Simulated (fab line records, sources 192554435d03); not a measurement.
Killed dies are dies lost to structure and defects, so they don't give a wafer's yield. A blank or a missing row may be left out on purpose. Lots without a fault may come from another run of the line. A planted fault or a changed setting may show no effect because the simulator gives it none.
A struck lot beside a sound one | flow n5_finfet | 15 steps out of a route of 1938
Sound: wafers L640.1, L640.3, L640.6. Struck: wafer L636.1. (L636.4 of the same lot was not struck and is left out.) The cause comes at the end.
At each step with rows: each side's tool, then ch and its chambers, then its first start. Under that, the readings that differ: sound wafers | struck wafers | difference of the means | sigmas: that difference in standard deviations of wafers without a fault.
alike: readings whose means differ by less than 2 such deviations, and words and numbers that are the same on both sides. not compared: withheld readings, readings that some wafer has no value for, bounds like >300 that may hide the same value, and numbers for which the record gives no deviation and whose values overlap.
The two part at a step that has a row with sigmas, a row that says differs or no value, or rows on one side only. Numbers that don't overlap but have no deviation are shown without sigmas and don't part them. A reading that every wafer of one side lacks parts them only if that side has two wafers or more.

first, 8 steps without rows for these wafers: N5_BEOL_M10_COAT_63 (time 60 s, resist thk 100 nm); N5_BEOL_M10_COAT_64 (time 60 s, resist thk 30 nm); N5_BEOL_M10_COAT_22 (resist thk 90 nm); N5_BEOL_M10_EBR_24; N5_BEOL_M10_SOFTBAKE_23 (time 60 s); N5_BEOL_M10_EXPOSE_25 (exposes mask V9); N5_BEOL_M10_PEB_26 (peb time 60 s); N5_BEOL_M10_DEVELOP_27 (develop time 30 s).
N5_BEOL_M10_CD_MEAS_28: target cd 70 nm.
  sound on cd_sem-02 ch 0, day 15 19:43; struck on cd_sem-03 ch 0, day 13 16:08
  alike: cd_nm
N5_BEOL_M10_OVL_MEAS_29:
  sound on overlay-01 ch 0, day 15 19:45; struck on overlay-01 ch 0, day 13 16:10
  alike: V9_OVL
N5_BEOL_M10_INSPECT_30: inspects for defects (brightfield).
  sound on defect_inspect-01, day 15 19:47; struck on defect_inspect-01, day 13 16:11
  alike: raw_defect_count
N5_BEOL_M10_DESCUM_33: chemistry O2, time 7.9 s.
  sound on rie_diel-05 ch 1,3, day 15 19:49; struck on rie_diel-06 ch 2, day 13 17:06
  reading                         | sound          | struck | difference | sigmas
  showerhead_plenum_p_Torr (Torr) | 2.10 2.03 2.03 | 2.20   | +0.15      | +2
  alike: drypump_motor_current_A, oes_product_au, rf_vpp_V, throttle_valve_pct
  not compared: rf_hours_counter_h
N5_BEOL_M10_ETCH_65: etches SiARC in CF4, target depth 39 nm, time 65 s.
  sound on rie_diel-05 ch 1,3, day 15 19:51; struck on rie_diel-06 ch 2, day 13 17:08
  reading                         | sound          | struck | difference | sigmas
  etch_rf_on_time_s (s)           | 67.0 65.7 65.8 | 45.5   | -20.7      | -19
  oes_product_au (a.u.)           | 0.68 0.73 0.73 | 0.86   | +0.15      | +3
  showerhead_plenum_p_Torr (Torr) | 2.16 2.11 2.11 | 2.26   | +0.13      | +2
  alike: drypump_motor_current_A, rf_vpp_V, throttle_valve_pct
  not compared: rf_hours_counter_h
N5_BEOL_M10_ETCH_66: etches SOC in N2/H2, target depth 120 nm, overetch 24 nm, time 180 s.
  sound on rie_diel-05 ch 0,2,3, day 15 19:54; struck on rie_diel-06 ch 2, day 13 17:11
  alike: drypump_motor_current_A, h2_flow_sccm, n2_flow_sccm, oes_product_au, rf_vpp_V, showerhead_plenum_p_Torr, throttle_valve_pct
  not compared: rf_hours_counter_h
N5_PASSIVATION_PROBE_49:
  the record has rows for the sound wafers here (prober-01, day 18 01:21) and none for the struck ones

WHERE THEY PART
First at N5_BEOL_M10_DESCUM_33; last, within this record, at N5_PASSIVATION_PROBE_49.

WHY: what the simulator had put in
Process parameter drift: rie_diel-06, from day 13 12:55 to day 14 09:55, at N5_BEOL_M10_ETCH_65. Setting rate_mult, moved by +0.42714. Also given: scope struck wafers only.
